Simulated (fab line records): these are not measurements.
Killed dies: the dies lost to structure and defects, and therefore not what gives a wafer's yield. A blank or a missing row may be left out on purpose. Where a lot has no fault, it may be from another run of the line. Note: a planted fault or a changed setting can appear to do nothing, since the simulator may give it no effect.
fab line records ; flow n5-finfet
[record] lots = 4; wafers = 12; last-day = 16
route steps=1938 shown BEOL_M5@1151 BEOL_M15@1830 PASSIVATION@1936
lots with no fault: from the same line, run without faults
start-h: the number of hours between the record's first day and the start of the first shown wafer of the lot ; wait-h: how many hours have passed since the lot's step before this one ; " repeats the value in the row above ; L1.1+2: several wafers, shown together as one row ; - no value present, or no start provided ; * or withheld: withheld ; < > ~ a bound
route shown NAME@n: a module of which the file shows steps, and the number in the route of the first ; usual: average and standard deviation across the fault-free wafers ; same: alike in all rows ; chamber/n: place in a boat ; sites: readings site by site ; _std_site: standard deviation of those values ; _edge_site: the outer-site mean with the inner-site mean subtracted ; radius-mm: for every site, how far away it sits from the centre of the wafer ; mask NAME#n: copy n ; behind: the most recent tool/chamber to have shaped the wafer ; hold: the reason the lot was held/the length of the hold in hours/how it ended ; device: which transistor (n, p or np) failed to switch ; end of line: at the end of the route, the tests of the same wafers ; step lacking rows: just its recipe ; killed: not the wafer's yield, but the dies lost to structure and defects at the first sort ; map: shows each die of a wafer: x if killed, . if not, _ if none is there
set.NAME: the setting the step ran with; set.NAME@STEP: the setting that earlier step ran with ; model.NAME: the simulator's own value behind a step, which no gauge read
lots at some steps of the route; a table a step, a row a wafer
services: when a tool's chamber went out of use (start-h, in hours from the record's first day, below 0 if earlier), for how many hours, and the reason
[[steps]]
[step N5_BEOL_M5_DESCUM_33]
[recipe] chemistry = O2; time-s = 7; source-power-w = 50; bias-power-w = 20; pressure-mtorr = 20; rf-frequency-hz = 2.712e+07; temp-c = 40; resist = CAR-EUV; o2-flow-sccm = 225
[step N5_BEOL_M5_ETCH_75]
[recipe] chemistry = N2/H2; target = underlayer; target-depth-a = 65; mask-material = CAR-EUV; time-s = 5.2; ion-energy-ev = 200; pressure-mtorr = 30; source-w = 840; bias-w = 150; n2-flow-sccm = 200; h2-flow-sccm = 200; ends = cleared
[step N5_BEOL_M5_ETCH_67]
[recipe] chemistry = CF4; target = SiARC; target-depth-a = 156; mask-material = CAR-EUV; time-s = 26; ion-energy-ev = 80; pressure-mtorr = 40; source-w = 545; bias-w = 36; Ar_flow_sccm = 100; cf4-flow-sccm = 100; ends = cleared
[step N5_BEOL_M5_ETCH_68]
[recipe] chemistry = N2/H2; target = SOC; target-depth-a = 800; overetch-a = 160; mask-material = SiARC; temp-c = 40; time-s = 120; ion-energy-ev = 200; pressure-mtorr = 30; source-w = 840; bias-w = 150; n2-flow-sccm = 200; h2-flow-sccm = 200
[step N5_BEOL_M5_STRIP_69]
[recipe] chemistry = N2/H2; temp-c = 40; n2-flow-sccm = 200; h2-flow-sccm = 200; rf-frequency-hz = 6e+07
[step N5_BEOL_M5_STRIP_76]
[recipe] chemistry = N2/H2; temp-c = 40; n2-flow-sccm = 200; h2-flow-sccm = 200; rf-frequency-hz = 6e+07
[step N5_BEOL_M5_VIA_ETCH_34]
[recipe] chemistry = C4F6/O2; target = SiCOH_lowk; target-depth-a = 883; mask-material = SOC; taper-deg = 4; time-s = 39.2; ion-energy-ev = 250; pressure-mtorr = 30; source-w = 345; bias-w = 185; Ar_flow_sccm = 300; C4F6_flow_sccm = 10; O2_flow_sccm = 10
[step N5_BEOL_M5_STRIP_85]
[recipe] chemistry = C4F6/O2; resist = SiARC; rf-frequency-hz = 6e+07
[step N5_BEOL_M5_STRIP_36]
[recipe] chemistry = N2/H2; power-w = 450; temp-c = 40; pressure-mtorr = 20; rf-frequency-hz = 6e+07; overash-fraction = 0.3; bias-power-w = 7; h2-frac = 0.5; n2-flow-sccm = 200; h2-flow-sccm = 200
[step N5_BEOL_M5_TRENCH_ETCH_37]
[recipe] chemistry = C4F6/O2; target-depth-a = 716.52; target = SiCOH_lowk; time-s = 24.7; ion-energy-ev = 250; pressure-mtorr = 30; source-w = 345; bias-w = 185; Ar_flow_sccm = 300; C4F6_flow_sccm = 10; O2_flow_sccm = 10
[usual] drypump-motor-current-A = 5.5/0.39; oes_f_703_au = 0.78/0.077; oes-product-au = 0.78/0.082; rf-fwd-power-W = 339.2/1.8; rf-vpp-V = 665/7; showerhead-plenum-p-Torr = 2.85/0.063; throttle-valve-pct = 20.96/0.23
lot.wafer;tool;chamber;start-h;wait-h;drypump-motor-current-A;oes_f_703_au;oes-product-au;rf-fwd-power-W;rf-hours-counter-h;rf-vpp-V;showerhead-plenum-p-Torr;throttle-valve-pct;model.BEOL_M5.feature-depth-nm;model.etch.depth-nm
L142.1;rie-diel-05;1;241.73;-;4.9;0.84;0.86;339.3;75;672;2.77;20.71;73;73.03
L142.2;rie-diel-05;3;241.73;-;5.4;0.73;0.76;339.6;142;681;2.86;20.74;71;70.95
L142.4;rie-diel-05;0;241.73;-;4.9;0.69;0.69;335.8;236;658;2.81;21.23;71;71
L148.1;rie-diel-05;1;276.13;-;5.0;0.82;0.83;338.7;84;671;2.77;20.71;71.4;71.46
L148.3;rie-diel-05;2;276.13;-;5.8;0.56;0.74;252.2;126;763;2.86;21.25;65.4;65.3
L148.6;rie-diel-05;1;276.13;-;5.0;0.83;0.84;339.8;-;671;2.77;20.73;72.2;72.22
L149.1;rie-diel-05;1;280.25;-;4.9;0.82;0.82;338.6;86;672;2.77;20.71;71.4;71.45
L149.4;rie-diel-05;2;280.25;-;5.8;0.57;0.74;256.8;-;763;2.85;21.26;65;65.07
L149.6;rie-diel-05;3;280.25;-;5.4;0.73;0.74;340.4;-;682;2.86;20.76;70.2;70.21
L154.2;rie-diel-06;1;291.44;-;5.7;0.87;0.88;341.3;34;670;3.02;20.81;71;70.94
L154.4;rie-diel-06;3;291.44;-;5.2;0.90;0.92;339.2;27;662;2.78;20.88;73.2;73.18
L154.5;rie-diel-06;1;291.44;-;5.8;0.87;0.89;339.1;-;671;3.02;20.81;71.4;71.4
[step N5_BEOL_M5_ETCH_41]
[recipe] chemistry = CH3F/O2; target = SiCN; target-depth-a = 315; taper-deg = 2; time-s = 56.7; ion-energy-ev = 120; mask-material = TiN; pressure-mtorr = 30; source-w = 395; bias-w = 75; Ar_flow_sccm = 150; CH3F_flow_sccm = 30; O2_flow_sccm = 20
[step N5_BEOL_M5_STRIP_91]
[recipe] chemistry = N2/H2; time-s = 10; power-w = 450; temp-c = 40; pressure-mtorr = 20; rf-frequency-hz = 6e+07; bias-power-w = 7; n2-flow-sccm = 200; h2-flow-sccm = 200
[step N5_BEOL_M5_OCD_MEAS_38]
[usual] trench-depth-nm = 71.7/1.2
lot.wafer;tool;chamber;start-h;wait-h;trench-depth-nm
L142.1;ocd-02;-;241.88;-;73.2
L142.2;ocd-02;-;241.88;-;70.9
L142.4;ocd-02;-;241.88;-;70.9
L148.1;ocd-01;-;276.29;-;71.3
L148.3;ocd-01;-;276.29;-;64.9
L148.6;ocd-01;-;276.29;-;72.3
L149.1;ocd-02;-;280.40;-;71.4
L149.4;ocd-02;-;280.40;-;65.0
L149.6;ocd-02;-;280.40;-;70.2
L154.2;ocd-01;-;291.59;-;71.4
L154.4;ocd-01;-;291.59;-;73.3
L154.5;ocd-01;-;291.59;-;71.4
[step N5_BEOL_M5_HM_STRIP_39]
[recipe] chemistry = peroxide-tin-strip; material = TiN; target-depth-a = 250; temp-c = 50; time-s = 158
[step N5_BEOL_M5_SRD_40]
[recipe] time-s = 30; temp-c = 23; rinse-liquid = diw; dry = ipa-marangoni
[step N5_BEOL_M5_PRECLEAN_42]
[recipe] chemistry = residue-remover; time-s = 60; temp-c = 40
[step N5_BEOL_M5_SRD_43]
[recipe] time-s = 30; temp-c = 23; rinse-liquid = diw; dry = ipa-marangoni
[step N5_BEOL_M5_CURE_80]
[recipe] temp-c = 370; time-s = 120; ambient = DMADMS/He; material = SiCOH_lowk
[step N5_BEOL_M5_DEGAS_44]
[recipe] ambient = vacuum; temp-c = 250; time-s = 60
[step N5_BEOL_M5_PRE_CLEAN_45]
[recipe] gas = H2/He; time-s = 30; temp-c = 250
[step N5_BEOL_M5_ALD_86]
[recipe] material = TaN; target-thk-a = *; temp-c = 275; ald-precursor-family = PDMAT; ald-co-reactant = NH3; pressure-torr = 3; carrier-flow-sccm = 1500; pulse-time-s = 2; purge-time-s = 3; co-reactant-purge-time-s = 2; co-reactant-pulse-time-s = 3; ald-cycles = 30; precursor-vessel-temp-c = 75; precursor-vessel-pressure-torr = 26.25; precursor-vessel-carrier-sccm = 1000
[step N5_BEOL_M5_SURFACE_TREAT_87]
[recipe] gas = Ar; time-s = *; ion-energy-ev = *; ion-current-ma-cm2 = 0.5; pressure-mtorr = *; ar-flow-sccm = 30
[step N5_BEOL_M5_CVD_47]
[recipe] material = Co; target-thk-a = 30; temp-c = withheld; precursor = CCTBA/H2; pressure-torr = 30; time-s = 216
[step N5_BEOL_M5_SPUTTER_48]
[recipe] material = Cu; target-thk-a = 150; temp-c = -20; chamber-pressure-pa = 0.07; power-w = withheld; time-s = 27.62
[step N5_BEOL_M5_ANNEAL_49]
[recipe] temp-c = 400; time-s = 1800; ambient = vacuum
[step N5_BEOL_M5_SPUTTER_81]
[recipe] material = Cu; target-thk-a = 150; temp-c = -20; chamber-pressure-pa = 0.07; power-w = withheld; time-s = 27.62
[step N5_BEOL_M5_ANNEAL_82]
[recipe] temp-c = 400; time-s = 1800; ambient = vacuum
[step N5_BEOL_M5_SPUTTER_83]
[recipe] material = Cu; target-thk-a = 150; temp-c = -20; chamber-pressure-pa = 0.07; power-w = withheld; time-s = 27.62
[step N5_BEOL_M5_ANNEAL_84]
[recipe] temp-c = 400; time-s = 1800; ambient = vacuum
[step N5_BEOL_M5_SPUTTER_88]
[recipe] material = Cu; target-thk-a = 150; temp-c = -20; chamber-pressure-pa = 0.07; power-w = withheld; time-s = 27.62
[step N5_BEOL_M5_ANNEAL_89]
[recipe] temp-c = 400; time-s = 1800; ambient = vacuum
[step N5_BEOL_M5_SPUTTER_90]
[recipe] material = Cu; target-thk-a = 45; temp-c = -20; chamber-pressure-pa = 0.07; power-w = withheld; time-s = 8.29
[step N5_BEOL_M5_ECD_50]
[recipe] material = Cu; target-thk-a = 3000
[step N5_BEOL_M5_ANNEAL_51]
[recipe] temp-c = 225; time-s = 90; ambient = N2
[step N5_BEOL_M5_CMP_52]
[recipe] stop-on = SiCOH_lowk; t-overpolish-s = 6.9; down-force-psi = 1; platen-rpm = 50; clearing-platen-down-force-psi = 1.5; clearing-platen-rpm = 50; post-cmp-clean = cu-alkaline; target-thk-nm = 62; clearing-platen-pad-velocity-m-s = 0.99484; pad-velocity-m-s = 0.99484
[usual] barrier-field-endpoint-s = 24.8/0.6; clearing-platen-down-force-psi = 1.500/0.0031; head-pressure-psi = 1.0001/0.0024; motor-current-A = 6.1/0.57; overpolish-run-s = 6.900/0.0096; pad-life-wafers = 1176/700; time-to-endpoint-s = 62/3.4
lot.wafer;tool;chamber;start-h;wait-h;barrier-field-endpoint-s;clearing-platen-down-force-psi;head-pressure-psi;motor-current-A;overpolish-run-s;pad-life-wafers;time-to-endpoint-s;model.Cu_of_BEOL_M5_ECD_50.thk-nm
L142.1;cmp-01;3;248.03;0.3;24.2;1.497;1.0003;5.1;6.905;960;63;63.2
L142.4;cmp-01;0;248.03;0.3;24.7;1.504;1.0035;6.7;6.909;961;64;60.4
L142.2;cmp-01;2;248.03;0.3;24.2;1.502;1.0001;6.4;6.900;963;60;61.2
L148.3;cmp-04;1;282.75;0.2;24.3;1.504;1.0001;6.1;6.915;2041;58;55
L148.1;cmp-04;2;282.75;0.2;25.1;1.500;0.9997;5.6;6.910;2042;66;60.4
L148.6;cmp-04;0;282.75;0.2;25.0;1.498;1.0027;6.4;6.897;-;63;62.4
L149.4;cmp-03;2;286.99;0.1;26.6;1.496;0.9995;6.2;6.906;1920;66;55.6
L149.1;cmp-03;1;286.99;0.1;24.6;1.498;0.9978;5.9;6.901;1923;60;61.2
L149.6;cmp-03;3;286.99;0.1;26.0;1.501;1.0031;7.2;6.892;-;64;60.8
L154.2;cmp-04;0;298.22;0.2;25.6;1.498;1.0029;5.9;6.888;2142;58;60.6
L154.4;cmp-04;1;298.22;0.2;24.2;1.498;1.0028;6.1;6.892;2143;60;62.4
L154.5;cmp-04;1;298.22;0.2;25.0;1.497;0.9977;6.2;6.886;-;60;59.8
[step N5_BEOL_M5_THK_MEAS_53]
[recipe] thk-meas-gauge = xrf; reads = Cu_of_BEOL_M5_ECD_50
[usual] M5_THK = 63.0/1.7
lot.wafer;tool;chamber;start-h;wait-h;M5_THK[nm]
L142.1;film-metro-02;-;248.33;-;64.7
L142.2;film-metro-02;-;248.33;-;62.4
L142.4;film-metro-02;-;248.33;-;61.6
L148.1;film-metro-02;-;283.01;-;60.4
L148.3;film-metro-02;-;283.01;-;55.0
L148.6;film-metro-02;-;283.01;-;62.6
L149.1;film-metro-02;-;287.28;-;61.4
L149.4;film-metro-02;-;287.28;-;56.1
L149.6;film-metro-02;-;287.28;-;61.4
L154.2;film-metro-01;-;298.51;-;61.7
L154.4;film-metro-01;-;298.51;-;63.5
L154.5;film-metro-01;-;298.51;-;61.4
[step N5_BEOL_M5_PRE_CLEAN_77]
[recipe] gas = NH3/H2; time-s = 15; temp-c = *; rf-power-w = 300
[step N5_BEOL_M5_CO_CAP_78]
[recipe] material = Co; target-thk-a = 20; temp-c = 200; precursor = CCTBA/H2; pressure-torr = 30; time-s = 102.1
[step N5_BEOL_M5_RS_MEAS_57]
[recipe] thk-meas-gauge = four-point-probe; reads = Co_of_BEOL_M5_CO_CAP_78+Cu_of_BEOL_M5_ECD_50+Co_of_BEOL_M5_CVD_47+TaN_of_BEOL_M5_ALD_86
[usual] M5_RS = 0.386/0.013
lot.wafer;tool;chamber;start-h;wait-h;M5_RS[ohm/sq]
L142.1;film-metro-02;-;248.59;0.0;0.378
L142.2;film-metro-02;-;248.59;0.0;0.394
L142.4;film-metro-02;-;248.59;0.0;0.399
L148.1;film-metro-01;-;283.27;0.0;0.400
L148.3;film-metro-01;-;283.27;0.0;0.449
L148.6;film-metro-01;-;283.27;0.0;0.384
L149.1;film-metro-01;-;287.57;0.1;0.393
L149.4;film-metro-01;-;287.57;0.1;0.443
L149.6;film-metro-01;-;287.57;0.1;0.396
L154.2;film-metro-01;-;298.77;0.1;0.398
L154.4;film-metro-01;-;298.77;0.1;0.384
L154.5;film-metro-01;-;298.77;0.1;0.404
[step N5_BEOL_M15_RC_MEAS_101]
[usual] COMB_M10 = 1.4e-11/3e-12; COMB_M11 = 1.4e-11/3.4e-12; COMB_M11_max_site = 2e-11/5.4e-12; COMB_M12 = 6.3e-12/1.4e-12; COMB_M13 = 4.6e-12/1.1e-12; COMB_M14 = 3.6e-12/9e-13; COMB_M15 = 2.4e-12/7.9e-13; COMB_M5 = 3.5e-11/7.3e-12; COMB_M6 = 2.5e-11/6e-12; COMB_M7 = 2.4e-11/4.8e-12; COMB_M8 = 2.5e-11/5.2e-12; COMB_M9 = 1.4e-11/3e-12; SERP_M10 = 3.07/0.059; SERP_M11 = 3.06/0.072; SERP_M12 = 0.639/0.014; SERP_M13 = 0.309/0.0065; SERP_M14 = 0.160/0.0032; SERP_M5 = 38.6/1.5; SERP_M5_max_site = 40.4/1.7; SERP_M6 = 13.7/0.44; SERP_M7 = 13.7/0.45; SERP_M8 = 13.8/0.52; SERP_M9 = 3.06/0.074
lot.wafer;tool;chamber;start-h;wait-h;COMB_M10[S/m];COMB_M11[S/m];COMB_M11_max_site[S/m];COMB_M12[S/m];COMB_M13[S/m];COMB_M14[S/m];COMB_M15[S/m];COMB_M5[S/m];COMB_M6[S/m];COMB_M7[S/m];COMB_M8[S/m];COMB_M9[S/m];SERP_M10[ohm/um];SERP_M11[ohm/um];SERP_M12[ohm/um];SERP_M13[ohm/um];SERP_M14[ohm/um];SERP_M5[ohm/um];SERP_M5_max_site[ohm/um];SERP_M6[ohm/um];SERP_M7[ohm/um];SERP_M8[ohm/um];SERP_M9[ohm/um]
L142.1;prober-01;0;325.25;0.0;1.59e-11;1.5e-11;2.1e-11;6.7e-12;3.5e-12;2.9e-12;2.2e-12;3.3e-11;2.8e-11;2.9e-11;2.1e-11;1.5e-11;3.10;3.10;0.621;0.311;0.155;38.4;39.6;13.8;14.3;14.3;2.93
L142.2;prober-01;0;325.25;0.0;2.18e-11;1.5e-11;2.2e-11;5.5e-12;3.5e-12;3.1e-12;1.4e-12;4.3e-11;2.6e-11;2.8e-11;1.8e-11;1e-11;2.96;3.00;0.625;0.326;0.156;38.1;40.7;13.9;13.8;14.7;2.96
L142.4;prober-01;0;325.25;0.0;1.65e-11;1.3e-11;2.3e-11;4.4e-12;3.8e-12;4.1e-12;1.5e-12;2.7e-11;2.7e-11;1.7e-11;1.7e-11;1.4e-11;2.92;3.10;0.622;0.313;0.158;40.1;40.9;13.6;13.4;14.3;2.98
L148.1;prober-02;0;353.90;0.0;1.33e-11;1.6e-11;2.5e-11;9.9e-12;5.5e-12;3.1e-12;2.7e-12;3.7e-11;3.1e-11;2.2e-11;2.8e-11;1.8e-11;3.01;3.03;0.640;0.311;0.155;41.6;42.8;13.4;13.5;13.6;3.05
L148.3;prober-02;0;353.90;0.0;1.25e-11;1.2e-11;1.8e-11;6.6e-12;5.7e-12;5e-12;1.7e-12;2.6e-11;3.5e-11;2.8e-11;2.1e-11;1.8e-11;3.05;2.92;0.655;0.306;0.163;45.6;47.2;13.2;12.9;13.2;3.08
L148.6;prober-02;0;353.90;0.0;1.21e-11;1.3e-11;2.3e-11;8.5e-12;4.3e-12;3.9e-12;2.3e-12;3.8e-11;3.2e-11;2.4e-11;2.6e-11;1.1e-11;2.99;3.01;0.653;0.313;0.165;39.2;40.8;14.1;13.4;13.3;3.10
L149.1;prober-01;0;354.37;0.0;1.31e-11;1.2e-11;1.7e-11;6.7e-12;4.8e-12;3e-12;2.1e-12;3e-11;2.3e-11;4.2e-11;2.6e-11;1.1e-11;2.99;3.04;0.637;0.316;0.160;38.6;39.6;14.2;14.2;13.8;3.05
L149.4;prober-01;0;354.37;0.0;1.67e-11;1e-11;1.6e-11;4.9e-12;5.9e-12;3.5e-12;6e-13;2.6e-11;2.2e-11;2.4e-11;2.7e-11;1.1e-11;3.03;3.10;0.645;0.312;0.160;43.0;46.0;13.6;14.3;13.5;3.07
L149.6;prober-01;0;354.37;0.0;1.06e-11;1.3e-11;1.7e-11;5e-12;5.7e-12;3e-12;1.3e-12;2.9e-11;1.7e-11;3.4e-11;2.8e-11;1e-11;3.07;3.01;0.658;0.314;0.159;39.7;41.3;14.9;14.2;13.3;3.15
L154.2;prober-02;0;371.78;0.4;1.49e-11;1.2e-11;1.5e-11;6.3e-12;4.2e-12;4.2e-12;3.7e-12;3.5e-11;2.4e-11;2.4e-11;3.1e-11;1.7e-11;3.10;3.04;0.648;0.308;0.161;38.0;41.0;13.9;13.5;13.4;3.14
L154.4;prober-02;0;371.78;0.4;1.67e-11;1.6e-11;2.5e-11;6.5e-12;4.6e-12;3.5e-12;3e-12;3e-11;3e-11;2.8e-11;2.1e-11;1.7e-11;3.06;3.09;0.647;0.294;0.163;37.9;38.4;13.8;13.3;13.9;3.08
L154.5;prober-02;0;371.78;0.4;1.1e-11;9e-12;1.4e-11;6.9e-12;3.9e-12;3.8e-12;3.3e-12;2.8e-11;3.7e-11;2.1e-11;4.6e-11;1.7e-11;3.09;3.03;0.662;0.306;0.159;38.0;42.2;13.8;13.7;14.1;3.14
// sites SERP_M5 radius-mm=0,75,75,75,75,140,140,140,140
L142.1 38.4 38.7 38.4 38.5 39.6 36.6 36.7 36.2 36.2
L148.1 41.9 42.2 42.5 41.6 42.8 41.4 39.1 39.1 40.5
L149.1 38.9 39.6 38.3 39.6 38.9 38.0 38.6 37.3 38.5
L154.2 36.5 37.4 38.0 37.7 36.8 41.0 40.4 40.7 40.1
[step N5_PASSIVATION_PROBE_49]
[usual] defect-limited-yield = 91.2/1.4; killed_at_M0_to_M3 = 34/10; killed_at_M4_up = 13/5.1; killed-at-contacts = 12/6.5; killed-at-front-end = 41/11; killed-at-other = 4/3.3; killed-dies = 104/16; killed-open = 69/13; killed-short = 33/7; sort_bin_5_function = 5.1/0.91; sort_bin_6_memory = 3.3/0.69; sort-n-pass = 1076/16; sort-yield-pct = 91.2/1.4
[same] gross-dies = 1180; killed-at-back-side = 0; sort_bin_4_leakage[%] = 0; sort_bin_8_speed[%] = 0
lot.wafer;tool;chamber;start-h;wait-h;defect-limited-yield[%];killed_at_M0_to_M3;killed_at_M4_up;killed-at-contacts;killed-at-front-end;killed-at-other;killed-dies;killed-open;killed-short;sort_bin_5_function[%];sort_bin_6_memory[%];sort-n-pass;sort-yield-pct[%]
L148.1;prober-01;-;372.00;0.0;91.2;32;6;20;46;0;104;72;26;4.7;3.5;1076;91.2
L148.3;prober-01;-;372.10;0.1;89.4;34;12;20;58;1;125;87;38;5.8;4.5;1055;89.4
L148.6;prober-01;-;372.25;0.3;91.4;34;11;8;45;3;101;64;36;4.6;3.5;1079;91.4
L154.2;prober-01;-;386.78;0.1;91.4;22;13;4;60;2;101;70;31;4.8;3.6;1079;91.4
L154.4;prober-01;-;386.88;0.2;91.5;26;7;5;58;4;100;71;29;5.5;2.7;1080;91.5
L154.5;prober-01;-;386.93;0.2;90.7;20;15;3;72;0;110;76;34;5.4;3.3;1070;90.7
// killed by level:class
L148.1 MOL_CONTACT_COAG:geometric-particle:open=17 STI_FIN_REVEAL:geometric-particle:open=16 BEOL_M0_SAQP:geometric-particle:open=8 HKMG_FIN:area-etch=6 FIN_SAQP:geometric-particle:short=5 BEOL_M1:geometric-particle:open=5 BEOL_M3:geometric-particle:open=5 FIN_SAQP:geometric-particle:open=4
L148.3 STI_FIN_REVEAL:geometric-particle:open=31 MOL_CONTACT_COAG:geometric-particle:open=18 FIN_SAQP:geometric-particle:short=13 BEOL_M0_SAQP:geometric-particle:open=8 BEOL_M3:geometric-particle:open=8 BEOL_M4:geometric-particle:open=7 BEOL_M0_SAQP:geometric-particle:short=6 STI_FIN_REVEAL:geometric-particle:short=4
L148.6 STI_FIN_REVEAL:geometric-particle:open=14 FIN_SAQP:geometric-particle:short=8 BEOL_M3:geometric-particle:open=7 MOL_CONTACT_COAG:geometric-particle:open=6 STI_FIN_REVEAL:geometric-particle:short=5 BEOL_M6:geometric-particle:open=5 FIN_SAQP:geometric-particle:open=4 BEOL_M0_SAQP:geometric-particle:short=4
L154.2 STI_FIN_REVEAL:geometric-particle:open=15 BEOL_M2:geometric-particle:open=10 FIN_SAQP:geometric-particle:short=9 FIN_SAQP:geometric-particle:open=9 DUMMY_GATE:geometric-particle:open=7 MOL_CONTACT_COAG:geometric-particle:open=4 STARTING-WAFER:geometric-particle:short=4 GATE_CUT:geometric-particle:open=3
L154.4 STI_FIN_REVEAL:geometric-particle:open=16 FIN_SAQP:geometric-particle:open=12 FIN_SAQP:geometric-particle:short=6 GATE_CUT:geometric-particle:open=6 GATE_CUT:geometric-particle:short=6 BEOL_M1:geometric-particle:open=6 BEOL_M3:geometric-particle:open=5 DUMMY_GATE:geometric-particle:open=4
L154.5 STI_FIN_REVEAL:geometric-particle:open=22 FIN_SAQP:geometric-particle:open=12 FIN_SAQP:geometric-particle:short=8 DUMMY_GATE:geometric-particle:open=6 GATE_CUT:geometric-particle:short=6 STI_FIN_REVEAL:geometric-particle:short=5 BEOL_M4:geometric-particle:short=5 BEOL_M2:geometric-particle:open=4
[[services]]
tool;chamber;start-h;hours;kind
cmp-01;-;217.95;2.7;repair
rie-diel-06;0;235.18;4.9;repair
cmp-03;-;242.73;1.8;repair
rie-diel-05;0;280.12;21.8;repair
cmp-04;-;292.86;3.3;pm
[[key]]
[first-sign] step = N5_BEOL_M5_TRENCH_ETCH_37; reading = rf-fwd-power-W; direction = down; sigmas = 47; usual = *; struck = *
[effect] step = N5_BEOL_M5_TRENCH_ETCH_37; reading = rf-vpp-V; direction = up; sigmas = 14; usual = 665; struck = 763
[effect] step = N5_BEOL_M5_OCD_MEAS_38; reading = trench-depth-nm; direction = down; sigmas = 5.4; usual = 71.7; struck = 64.9
[effect] step = N5_BEOL_M5_THK_MEAS_53; reading = M5_THK; direction = down; sigmas = 4.3; usual = 63.0; struck = 55.5
[effect] step = N5_BEOL_M5_RS_MEAS_57; reading = M5_RS; direction = up; sigmas = 4.7; usual = 0.386; struck = 0.446
[effect] step = N5_BEOL_M15_RC_MEAS_101; reading = SERP_M5; direction = up; sigmas = 3.7; usual = 38.6; struck = 44.3
[model-effect] step = N5_BEOL_M5_TRENCH_ETCH_37; value = BEOL_M5.feature-depth-nm; without = 72.5; struck = 65.2
[model-effect] step = N5_BEOL_M5_CMP_52; value = Cu_of_BEOL_M5_ECD_50.thk-nm; without = 62.5; struck = 55.3
met-at N5_BEOL_M5_TRENCH_ETCH_37
struck-wafers L148.3,L149.4
[fault] kind = process-parameter-drift; tool = rie-diel-05; chamber = 2; onset-h = 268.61; steps = N5_BEOL_M5_TRENCH_ETCH_37; channel = source-w; offset = -82.8; shape = step; end-h = 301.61; acts-in = these-recipes-only; stated = 345
